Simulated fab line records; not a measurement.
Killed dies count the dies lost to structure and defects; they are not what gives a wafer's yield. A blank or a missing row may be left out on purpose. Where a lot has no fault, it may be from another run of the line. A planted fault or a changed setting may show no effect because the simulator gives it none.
fab line records ; flow nandHarc ; part 1 of 2: steps 1 to 4 of 6
record: lots: 23; wafers: 69; lastDay: 24
route steps=1159 shown A_ONON_D1@446 A_CHANNEL_HOLE_D1@467 A_STAIRCASE@532
lots untouched by any fault: they come from a run of this same line in which no faults occurred
startH: hours from the record's first day to the start of the lot's first wafer shown ; waitH: hours since the lot's step before ; " same as the row above ; L1.1+2: a single row standing in for several wafers ; - no value present, or no start provided ; * or withheld: withheld ; < > ~ a bound
route shown NAME@n: a module of which the file shows steps, and the number in the route of the first ; usual: mean and standard deviation over wafers with no fault ; same: alike in all rows ; chamber/n: place in a boat ; sites: each site's reading ; _std_site: standard deviation of those values ; _edge_site: inner sites' mean taken away from outer sites' mean ; radiusMm: for every site, how far away it sits from the centre of the wafer ; mask NAME#n: copy n ; behind: the last tool/chamber to shape the wafer ; hold: reason for holding the lot/hours on hold/outcome of the hold ; device: the transistor (n, p or np) that didn't switch ; end of line: the same wafers' tests at the end of the route ; step lacking rows: just its recipe ; killed: count of dies lost to structure and defects at first sort (not the wafer's yield) ; map: per-die view of a wafer (x killed, . not killed, _ where there is no die)
set.NAME: the setting that was run; set.NAME@STEP: the one run at that earlier step ; model.NAME: the simulator's own value behind a step, which no gauge read
a sample of lots followed through the steps of the route, with each step as a table and each wafer as a row
services: when a tool's chamber went out of use (startH, in hours from the record's first day, below 0 if earlier), for how many hours, and the reason
== steps ==
step: NHARC_A_ONON_D1_DEP_33
recipe: targetThkA: 2000; tempC: 400; pressureTorr: 6.5; rfW: 900; teosFlowSccm: 161.4; flowSccm: 2650; targetThkNm: 200; gas: O2; material: SiO2
usual: heaterPowerW: 586/120; throttleValvePct: 16.2/0.48
lot.wafer;tool;chamber;startH;waitH;heaterPowerW;throttleValvePct
L074.1;pecvd-04;1;165.00;0.4;568;16.2
L074.6;pecvd-04;0;165.00;0.4;767;17.4
L074.5;pecvd-04;1;165.00;0.4;605;16.2
L075.1;pecvd-01;1;184.93;0.1;569;15.9
L075.3;pecvd-01;1;184.93;0.1;574;16.2
L075.6;pecvd-01;0;184.93;0.1;458;16.2
L076.5;pecvd-02;1;184.94;0.2;759;16.2
L076.4;pecvd-02;2;184.94;0.2;523;16.3
L076.6;pecvd-02;0;184.94;0.2;392;15.4
L078.1;pecvd-04;1;185.01;0.2;648;16.2
L078.5;pecvd-04;2;185.01;0.2;442;16.2
L078.6;pecvd-04;0;185.01;0.2;731;17.3
L077.1;pecvd-02;2;190.90;0.2;535;16.4
L077.4;pecvd-02;0;190.90;0.2;443;15.2
L077.6;pecvd-02;2;190.90;0.2;542;16.2
L079.2;pecvd-02;0;202.69;0.1;470;15.4
L079.1;pecvd-02;2;202.69;0.1;611;16.1
L079.6;pecvd-02;1;202.69;0.1;696;16.4
L080.3;pecvd-02;0;216.68;0.1;436;15.3
L080.1;pecvd-02;1;216.68;0.1;757;16.4
L080.5;pecvd-02;2;216.68;0.1;574;16.2
L084.2;pecvd-01;0;216.87;0.1;505;16.6
L084.6;pecvd-01;1;216.87;0.1;559;16.2
L084.4;pecvd-01;0;216.87;0.1;506;16.8
L081.3;pecvd-04;2;216.87;0.1;447;16.0
L081.2;pecvd-04;1;216.87;0.1;565;16.0
L081.6;pecvd-04;0;216.87;0.1;690;16.7
L083.2;pecvd-02;2;217.01;0.1;551;16.5
L083.1;pecvd-02;1;217.01;0.1;803;16.7
L083.6;pecvd-02;0;217.01;0.1;508;15.6
L082.1;pecvd-01;1;217.13;0.1;602;15.8
L082.4;pecvd-01;2;217.13;0.1;499;16.0
L082.6;pecvd-01;0;217.13;0.1;529;16.6
L087.1;pecvd-02;2;246.14;0.1;500;16.2
L087.6;pecvd-02;1;246.14;0.1;703;16.5
L087.4;pecvd-02;0;246.14;0.1;444;15.4
L086.1;pecvd-02;1;246.36;0.3;817;16.4
L086.2;pecvd-02;2;246.36;0.3;553;16.8
L086.5;pecvd-02;0;246.36;0.3;415;15.2
L085.1;pecvd-04;1;246.44;0.1;707;16.0
L085.2;pecvd-04;2;246.44;0.1;527;16.0
L085.3;pecvd-04;0;246.44;0.1;842;16.7
L088.3;pecvd-04;1;246.71;0.3;643;15.9
L088.2;pecvd-04;2;246.71;0.3;586;16.3
L088.6;pecvd-04;0;246.71;0.3;746;16.7
L090.3;pecvd-04;1;264.54;0.1;625;16.0
L090.1;pecvd-04;2;264.54;0.1;470;16.4
L090.6;pecvd-04;0;264.54;0.1;856;16.8
L089.1;pecvd-01;2;264.65;0.2;540;15.6
L089.4;pecvd-01;2;264.65;0.2;540;15.4
L089.6;pecvd-01;1;264.65;0.2;621;16.1
L091.6;pecvd-01;2;268.27;0.2;509;15.5
L091.5;pecvd-01;0;268.27;0.2;442;16.6
L091.4;pecvd-01;1;268.27;0.2;607;16.2
L093.3;pecvd-04;0;280.15;0.1;822;17.0
L093.2;pecvd-04;2;280.15;0.1;453;16.3
L093.4;pecvd-04;2;280.15;0.1;470;16.4
L092.3;pecvd-01;2;280.45;0.1;534;15.1
L092.4;pecvd-01;0;280.45;0.1;469;16.6
L092.6;pecvd-01;2;280.45;0.1;415;15.6
L094.2;pecvd-01;0;290.55;0.1;575;16.3
L094.1;pecvd-01;1;290.55;0.1;598;16.4
L094.5;pecvd-01;2;290.55;0.1;539;15.3
L095.3;pecvd-02;2;290.58;0.1;599;16.5
L095.1;pecvd-02;0;290.58;0.1;421;15.5
L095.6;pecvd-02;1;290.58;0.1;771;16.6
L097.3;pecvd-04;2;309.24;0.1;543;16.5
L097.6;pecvd-04;0;309.24;0.1;822;16.8
L097.4;pecvd-04;1;309.24;0.1;700;16.2
step: NHARC_A_CHANNEL_HOLE_D1_ETCH_39
recipe: targetDepthA: 2600; overEtchFrac: 0.3; timeS: 325; ionEnergyEv: 200; n2FlowSccm: 150; h2FlowSccm: 150; arFlowSccm: 0; rfW: 400; biasW: 150; chemistry: N2/H2
usual: drypumpMotorCurrentA: 5.7/0.43; oesProductAu: 0.996/0.014; rfVppV: 431.2/2; showerheadPlenumPTorr: 2.06/0.061; throttleValvePct: 14.173/0.0092
lot.wafer;tool;chamber;startH;waitH;drypumpMotorCurrentA;oesProductAu;rfHoursCounterH;rfVppV;showerheadPlenumPTorr;throttleValvePct
L074.1;rieDiel-02;0;-;-;5.5;1.010;1;430.8;2.06;14.176
L074.6;rieDiel-02;3;-;-;6.0;1.023;-;428.1;1.99;14.167
L074.5;rieDiel-02;0;-;-;5.5;1.015;-;430.5;2.06;14.191
L076.4;rieDiel-10;0;-;-;5.6;1.009;-;430.7;2.05;14.156
L076.5;rieDiel-10;1;-;-;6.5;0.995;-;429.7;2.00;14.178
L076.6;rieDiel-10;3;-;-;6.1;1.005;-;432.2;2.13;14.184
L078.1;rieDiel-08;3;-;-;5.0;1.028;3;432.6;2.14;14.168
L078.5;rieDiel-08;1;-;-;5.7;0.985;-;430.4;2.01;14.175
L078.6;rieDiel-08;2;-;-;5.8;0.976;-;429.7;2.04;14.174
L075.3;rieDiel-02;0;-;-;5.5;1.003;3;431.5;2.06;14.164
L075.1;rieDiel-02;3;-;-;6.0;1.015;3;428.1;1.99;14.185
L075.6;rieDiel-02;0;-;-;5.5;1.010;-;430.8;2.06;14.161
L077.1;rieDiel-08;1;-;-;5.8;0.987;3;429.3;2.01;14.173
L077.4;rieDiel-08;2;-;-;5.8;0.975;4;429.6;2.04;14.167
L077.6;rieDiel-08;0;-;-;5.1;0.984;-;433.5;2.09;14.190
L079.2;rieDiel-08;0;-;-;5.1;0.983;5;431.6;2.09;14.178
L079.1;rieDiel-08;1;-;-;5.7;0.987;4;430.5;2.01;14.170
L079.6;rieDiel-08;0;-;-;5.1;0.981;-;432.0;2.09;14.169
L080.1;rieDiel-08;0;-;-;5.1;0.981;5;431.8;2.09;14.170
L080.3;rieDiel-08;2;-;-;5.8;0.982;6;430.8;2.04;14.168
L080.5;rieDiel-08;0;-;-;5.1;0.990;-;432.7;2.08;14.167
L084.2;rieDiel-02;0;-;-;5.5;1.011;5;429.6;2.06;14.174
L084.4;rieDiel-02;1;-;-;6.2;1.001;4;433.0;2.12;14.160
L084.6;rieDiel-02;3;-;-;6.0;1.018;-;429.4;1.99;14.167
L081.2;rieDiel-10;0;-;-;5.6;0.996;4;429.8;2.05;14.171
L081.3;rieDiel-10;1;-;-;6.5;0.994;4;430.2;2.00;14.171
L081.6;rieDiel-10;0;-;-;5.6;0.994;-;431.4;2.05;14.180
L082.4;rieDiel-08;0;-;-;5.1;0.996;6;432.6;2.08;14.169
L082.1;rieDiel-08;2;-;-;5.8;0.996;6;431.0;2.04;14.148
L082.6;rieDiel-08;3;-;-;5.0;1.013;-;432.8;2.14;14.172
L083.1;rieDiel-10;1;-;-;6.5;0.992;4;429.7;2.00;14.151
L083.2;rieDiel-10;3;-;-;6.1;1.007;4;432.8;2.13;14.184
L083.6;rieDiel-10;1;-;-;6.5;0.989;-;428.8;2.00;14.161
L087.4;rieDiel-08;2;-;-;5.8;0.991;8;431.1;2.04;14.174
L087.1;rieDiel-08;3;-;-;5.0;1.018;7;434.7;2.14;14.175
L087.6;rieDiel-08;1;-;-;5.7;0.981;-;429.5;2.01;14.162
L086.2;rieDiel-02;0;-;-;5.5;1.003;6;430.4;2.06;14.176
L086.1;rieDiel-02;1;-;-;6.2;0.990;6;432.8;2.12;14.182
L086.5;rieDiel-02;3;-;-;6.0;1.023;-;428.0;1.99;14.174
L085.1;rieDiel-10;2;-;-;5.8;1.016;1;425.5;1.93;14.187
L085.3;rieDiel-10;3;-;-;6.1;1.003;7;433.7;2.13;14.171
L085.2;rieDiel-10;0;-;-;5.6;0.999;7;432.4;2.04;14.174
L088.2;rieDiel-08;0;-;-;5.1;0.984;8;431.4;2.08;14.175
L088.3;rieDiel-08;1;-;-;5.7;0.970;8;430.1;2.01;14.167
L088.6;rieDiel-08;0;-;-;5.1;1.002;-;431.2;2.08;14.170
L090.3;rieDiel-10;3;-;-;6.1;1.001;8;434.0;2.13;14.182
L090.1;rieDiel-10;1;-;-;6.5;0.991;8;430.9;2.00;14.167
L090.6;rieDiel-10;2;-;-;5.8;1.010;-;425.8;1.93;14.176
L089.1;rieDiel-02;0;-;-;5.5;1.004;7;430.7;2.06;14.182
L089.4;rieDiel-02;0;-;-;5.5;0.994;-;430.4;2.06;14.169
L089.6;rieDiel-02;1;-;-;6.2;0.988;-;432.7;2.12;14.179
L091.4;rieDiel-10;3;-;-;6.1;0.996;8;430.7;2.13;14.164
L091.6;rieDiel-10;2;-;-;5.8;1.017;-;426.6;1.93;14.174
L091.5;rieDiel-10;3;-;-;6.1;0.993;-;434.2;2.13;14.164
L093.4;rieDiel-10;2;-;-;5.7;1.026;4;428.2;1.93;14.165
L093.3;rieDiel-10;0;-;-;5.6;0.988;9;430.0;2.04;14.172
L093.2;rieDiel-10;1;-;-;6.5;0.984;9;430.5;2.00;14.178
L092.4;rieDiel-08;1;-;-;5.8;0.979;10;431.9;2.01;14.159
L092.3;rieDiel-08;2;-;-;5.8;0.995;10;431.0;2.04;14.168
L092.6;rieDiel-08;1;-;-;5.7;0.976;-;427.8;2.01;14.177
L094.2;rieDiel-08;2;-;-;5.8;0.994;11;429.6;2.04;14.166
L094.1;rieDiel-08;0;-;-;5.1;0.999;10;431.4;2.08;14.161
L094.5;rieDiel-08;3;-;-;5.0;1.002;-;432.8;2.14;14.177
L095.3;rieDiel-02;1;-;-;6.2;0.984;9;431.6;2.12;14.172
L095.1;rieDiel-02;2;-;-;6.1;0.994;9;433.2;2.14;14.183
L095.6;rieDiel-02;2;-;-;6.1;0.986;-;434.4;2.14;14.159
L097.3;rieDiel-02;1;-;-;6.2;0.978;10;434.0;2.12;14.192
L097.4;rieDiel-02;2;-;-;6.1;0.998;10;433.6;2.13;14.171
L097.6;rieDiel-02;1;-;-;6.2;0.984;-;433.7;2.12;14.176
step: NHARC_A_STAIRCASE_ETCH_170
recipe: targetDepthA: 2000; timeS: 66.667; ionEnergyEv: 250; c4f6FlowSccm: 25; o2FlowSccm: 20; arFlowSccm: 500; rfW: 600; biasW: 500; chemistry: C4F6/O2
usual: drypumpMotorCurrentA: 5.8/0.55; oesProductAu: 0.968/0.019; rfVppV: 548/3.5; showerheadPlenumPTorr: 3.98/0.17; throttleValvePct: 26.901/0.0089
lot.wafer;tool;chamber;startH;waitH;drypumpMotorCurrentA;oesProductAu;rfHoursCounterH;rfVppV;showerheadPlenumPTorr;throttleValvePct
L074.1;rieDiel-05;0;-;-;6.3;0.986;18;547;3.88;26.919
L074.5;rieDiel-05;0;-;-;6.3;0.994;-;547;3.88;26.918
L074.6;rieDiel-05;1;-;-;5.2;0.975;-;553;4.22;26.905
L076.4;rieDiel-05;1;-;-;5.3;0.929;25;552;4.21;26.896
L076.5;rieDiel-05;0;-;-;6.3;0.955;-;546;3.88;26.891
L076.6;rieDiel-05;1;-;-;5.3;0.932;-;554;4.21;26.903
L078.1;rieDiel-05;3;-;-;6.3;0.976;21;545;3.85;26.906
L078.5;rieDiel-05;1;-;-;5.3;0.958;-;553;4.21;26.909
L078.6;rieDiel-05;2;-;-;6.3;0.972;-;548;4.02;26.901
L077.1;rieDiel-07;0;-;-;5.1;0.970;4;554;4.22;26.893
L077.4;rieDiel-07;2;-;-;6.6;1.001;3;546;3.88;26.901
L077.6;rieDiel-07;0;-;-;5.0;0.968;-;553;4.22;26.894
L075.3;rieDiel-05;1;-;-;5.2;0.963;28;553;4.21;26.892
L075.1;rieDiel-05;3;-;-;6.3;0.973;23;546;3.85;26.902
L075.6;rieDiel-05;2;-;-;6.3;0.986;-;550;4.02;26.896
L079.2;rieDiel-13;1;-;-;5.9;1.001;59;543;3.71;26.900
L079.1;rieDiel-13;3;-;-;5.2;0.971;55;545;3.88;26.902
L079.6;rieDiel-13;1;-;-;5.9;1.019;-;541;3.71;26.910
L082.4;rieDiel-07;2;-;-;6.6;0.983;14;545;3.88;26.904
L082.1;rieDiel-07;3;-;-;5.1;0.995;14;548;3.96;26.905
L082.6;rieDiel-07;1;-;-;4.9;0.950;-;548;4.00;26.893
L084.2;rieDiel-05;3;-;-;6.3;0.972;38;544;3.84;26.905
L084.4;rieDiel-05;1;-;-;5.3;0.950;44;554;4.20;26.886
L084.6;rieDiel-05;2;-;-;6.3;0.967;-;548;4.01;26.915
L081.3;rieDiel-13;2;-;-;5.8;0.980;1;552;4.19;26.912
L081.2;rieDiel-13;3;-;-;5.2;0.959;1;546;3.87;26.905
L081.6;rieDiel-13;3;-;-;5.2;0.963;-;545;3.87;26.887
L080.1;rieDiel-05;1;-;-;5.2;0.947;45;553;4.20;26.891
L080.3;rieDiel-05;2;-;-;6.3;0.962;47;549;4.01;26.893
L080.5;rieDiel-05;0;-;-;6.3;0.965;-;545;3.87;26.908
L083.2;rieDiel-13;2;-;-;5.8;0.965;4;552;4.18;26.891
L083.1;rieDiel-13;0;-;-;6.4;0.979;4;552;4.22;26.910
L083.6;rieDiel-13;2;-;-;5.8;0.966;-;550;4.18;26.892
L087.1;rieDiel-05;3;-;-;6.3;0.949;49;545;3.83;26.909
L087.4;rieDiel-05;2;-;-;6.3;0.978;57;548;4.00;26.909
L087.6;rieDiel-05;0;-;-;6.3;0.934;-;545;3.86;26.909
L086.1;rieDiel-05;0;-;-;6.3;0.933;50;546;3.86;26.917
L086.2;rieDiel-05;3;-;-;6.3;0.942;49;545;3.83;26.881
L086.5;rieDiel-05;1;-;-;5.2;0.934;-;552;4.19;26.912
L085.2;rieDiel-13;3;-;-;5.2;0.976;11;546;3.87;26.910
L085.1;rieDiel-13;0;-;-;6.3;0.975;12;553;4.22;26.916
L085.3;rieDiel-13;1;-;-;6.0;0.974;12;543;3.70;26.904
L088.3;rieDiel-05;2;-;-;6.3;0.984;58;548;4.00;26.909
L088.2;rieDiel-05;1;-;-;5.3;0.975;56;551;4.19;26.898
L088.6;rieDiel-05;3;-;-;6.3;0.961;-;546;3.83;26.896
L091.4;rieDiel-07;3;-;-;5.2;0.996;30;546;3.95;26.888
L091.5;rieDiel-07;2;-;-;6.6;0.995;-;545;3.87;26.910
L091.6;rieDiel-07;3;-;-;5.1;1.001;-;546;3.95;26.906
L089.1;rieDiel-13;2;-;-;5.9;0.973;16;552;4.18;26.899
L089.4;rieDiel-13;3;-;-;5.2;0.972;15;545;3.87;26.899
L089.6;rieDiel-13;3;-;-;5.2;0.954;-;545;3.86;26.900
L090.1;rieDiel-13;3;-;-;5.2;0.972;15;546;3.86;26.894
L090.3;rieDiel-13;0;-;-;6.3;0.956;16;553;4.22;26.907
L090.6;rieDiel-13;2;-;-;5.8;0.968;-;552;4.18;26.896
L092.3;rieDiel-13;2;-;-;5.8;0.981;20;553;4.17;26.914
L092.4;rieDiel-13;0;-;-;6.3;0.969;20;554;4.21;26.904
L092.6;rieDiel-13;3;-;-;5.2;0.983;-;546;3.86;26.892
L093.2;rieDiel-13;3;-;-;5.2;0.987;20;546;3.86;26.907
L093.3;rieDiel-13;0;-;-;6.3;0.992;21;553;4.21;26.893
L093.4;rieDiel-13;1;-;-;6.0;0.988;20;541;3.70;26.906
L094.2;rieDiel-07;2;-;-;6.6;0.985;43;545;3.86;26.894
L094.1;rieDiel-07;3;-;-;5.1;0.967;40;546;3.94;26.910
L094.5;rieDiel-07;3;-;-;5.1;0.964;-;547;3.94;26.893
L095.1;rieDiel-05;1;-;-;5.3;0.979;0;552;4.18;26.901
L095.3;rieDiel-05;2;-;-;6.3;0.991;1;548;3.99;26.899
L095.6;rieDiel-05;0;-;-;6.3;0.962;-;545;3.85;26.907
L097.3;rieDiel-05;2;-;-;6.3;0.934;7;549;3.99;26.915
L097.4;rieDiel-05;3;-;-;6.3;0.916;8;545;3.82;26.914
L097.6;rieDiel-05;2;-;-;6.3;0.945;-;548;3.99;26.910
step: NHARC_A_STAIRCASE_DESCUM_11
recipe: timeS: 3; o2FlowSccm: 200; arFlowSccm: 0; biasPowerW: 0; chemistry: O2
usual: drypumpMotorCurrentA: 5.8/0.56; oesProductAu: 0.996/0.0092; rfVppV: 58.0/0.86; showerheadPlenumPTorr: 1.94/0.089; throttleValvePct: 11.311/0.0094
lot.wafer;tool;chamber;startH;waitH;drypumpMotorCurrentA;oesProductAu;rfHoursCounterH;rfVppV;showerheadPlenumPTorr;throttleValvePct
L074.1;rieDiel-13;0;231.81;-;6.3;0.987;47;57.2;1.76;11.300
L074.6;rieDiel-13;3;231.81;-;5.2;0.987;-;58.1;1.89;11.306
L074.5;rieDiel-13;0;231.81;-;6.3;1.000;-;56.6;1.76;11.309
L076.4;rieDiel-05;3;247.93;-;6.3;0.987;21;58.0;1.87;11.308
L076.6;rieDiel-05;2;247.93;-;6.3;1.002;-;56.9;1.97;11.313
L076.5;rieDiel-05;3;247.93;-;6.3;1.002;-;58.3;1.87;11.312
L078.1;rieDiel-07;3;251.28;-;5.1;0.997;2;57.8;1.94;11.305
L078.6;rieDiel-07;0;251.28;-;5.1;0.982;-;57.3;2.08;11.320
L078.5;rieDiel-07;1;251.28;-;4.9;0.993;-;57.1;1.96;11.310
L077.4;rieDiel-05;3;255.15;-;6.3;1.001;24;57.4;1.87;11.306
L077.1;rieDiel-05;1;255.15;-;5.3;0.994;28;56.7;2.07;11.301
L077.6;rieDiel-05;3;255.15;-;6.3;0.991;-;57.9;1.87;11.327
L075.3;rieDiel-05;0;255.46;-;6.3;0.996;27;57.7;1.89;11.315
L075.1;rieDiel-05;1;255.46;-;5.3;0.987;29;59.1;2.07;11.303
L075.6;rieDiel-05;3;255.46;-;6.3;1.002;-;57.9;1.87;11.315
L079.1;rieDiel-05;0;264.51;-;6.3;0.992;32;58.2;1.89;11.321
L079.2;rieDiel-05;1;264.51;-;5.3;0.985;36;58.7;2.06;11.310
L079.6;rieDiel-05;0;264.51;-;6.2;0.997;-;56.9;1.89;11.315
L082.4;rieDiel-13;3;285.42;-;5.2;0.988;0;58.0;1.89;11.305
L082.1;rieDiel-13;0;285.42;-;6.3;0.993;0;58.1;2.08;11.322
L082.6;rieDiel-13;1;285.42;-;5.9;1.004;-;57.1;1.80;11.294
L084.2;rieDiel-05;3;285.97;-;6.3;0.995;38;56.9;1.87;11.322
L084.4;rieDiel-05;0;285.97;-;6.3;0.992;39;58.2;1.88;11.313
L084.6;rieDiel-05;3;285.97;-;6.3;0.989;-;57.6;1.87;11.316
L081.2;rieDiel-13;2;289.02;-;5.8;0.991;2;59.0;2.05;11.304
L081.3;rieDiel-13;3;289.02;-;5.2;0.994;2;59.1;1.89;11.297
L081.6;rieDiel-13;2;289.02;-;5.8;0.992;-;57.9;2.05;11.301
L080.1;rieDiel-05;1;289.30;-;5.2;0.978;45;57.9;2.06;11.322
L080.3;rieDiel-05;0;289.30;-;6.3;0.997;41;58.4;1.88;11.303
L080.5;rieDiel-05;1;289.30;-;5.2;0.983;-;57.4;2.06;11.322
L083.1;rieDiel-13;3;294.29;-;5.2;0.984;4;58.4;1.89;11.314
L083.2;rieDiel-13;1;294.29;-;5.9;0.998;5;56.4;1.80;11.324
L083.6;rieDiel-13;3;294.29;-;5.2;0.995;-;57.6;1.89;11.302
L087.4;rieDiel-05;2;314.25;-;6.3;0.998;57;58.5;1.95;11.302
L087.1;rieDiel-05;0;314.25;-;6.3;0.991;50;56.1;1.88;11.337
L087.6;rieDiel-05;3;314.25;-;6.3;0.993;-;58.3;1.87;11.323
L086.1;rieDiel-07;0;314.40;-;5.1;1.000;24;57.4;2.07;11.324
L086.2;rieDiel-07;1;314.40;-;4.9;0.985;26;58.4;1.95;11.313
L086.5;rieDiel-07;0;314.40;-;5.1;0.991;-;58.3;2.07;11.320
L085.3;rieDiel-05;0;318.44;-;6.3;0.984;51;57.2;1.88;11.322
L085.2;rieDiel-05;1;318.44;-;5.3;1.008;56;57.6;2.06;11.301
L085.1;rieDiel-05;3;318.44;-;6.3;0.993;50;56.7;1.87;11.328
L088.3;rieDiel-07;0;318.73;-;5.1;0.987;26;57.8;2.07;11.316
L088.2;rieDiel-07;2;318.73;-;6.6;1.012;27;58.6;1.88;11.309
L088.6;rieDiel-07;1;318.73;-;4.9;0.986;-;58.2;1.95;11.309
L091.4;rieDiel-05;3;328.87;-;6.3;1.003;53;57.9;1.86;11.321
L091.5;rieDiel-05;3;328.87;-;6.3;1.005;-;56.4;1.86;11.322
L091.6;rieDiel-05;0;328.87;-;6.3;1.003;-;58.4;1.88;11.306
L089.4;rieDiel-07;2;329.17;-;6.6;1.010;33;58.5;1.88;11.325
L089.1;rieDiel-07;3;329.17;-;5.1;1.005;30;59.0;1.93;11.325
L089.6;rieDiel-07;1;329.17;-;4.9;0.990;-;57.8;1.95;11.302
L090.1;rieDiel-07;2;329.37;-;6.6;1.020;34;58.9;1.88;11.302
L090.3;rieDiel-07;3;329.37;-;5.1;1.007;31;57.1;1.93;11.308
L090.6;rieDiel-07;3;329.37;-;5.1;0.999;-;59.2;1.93;11.300
L092.3;rieDiel-13;2;342.25;-;5.8;0.995;21;59.3;2.05;11.310
L092.4;rieDiel-13;0;342.25;-;6.3;0.992;21;60.0;2.07;11.313
L092.6;rieDiel-13;1;342.25;-;5.9;1.009;-;58.2;1.79;11.300
L093.3;rieDiel-13;3;342.52;-;5.2;0.989;21;57.5;1.88;11.313
L093.2;rieDiel-13;0;342.52;-;6.2;0.977;21;59.0;2.07;11.321
L093.4;rieDiel-13;1;342.52;-;5.9;1.008;21;56.8;1.79;11.291
L094.1;rieDiel-07;1;352.89;-;4.9;0.984;45;57.7;1.94;11.305
L094.2;rieDiel-07;2;352.89;-;6.6;1.002;43;57.6;1.88;11.308
L094.5;rieDiel-07;2;352.89;-;6.6;0.997;-;57.8;1.88;11.315
L095.3;rieDiel-05;3;353.47;-;6.3;0.992;1;58.9;1.86;11.302
L095.1;rieDiel-05;0;353.47;-;6.3;0.986;1;57.6;1.88;11.332
L095.6;rieDiel-05;2;353.47;-;6.3;0.997;-;57.6;1.95;11.320
L097.3;rieDiel-13;0;375.78;-;6.3;0.977;34;58.3;2.06;11.307
L097.4;rieDiel-13;3;375.78;-;5.2;1.009;34;57.5;1.88;11.318
L097.6;rieDiel-13;1;375.78;-;5.9;1.008;-;58.0;1.79;11.319
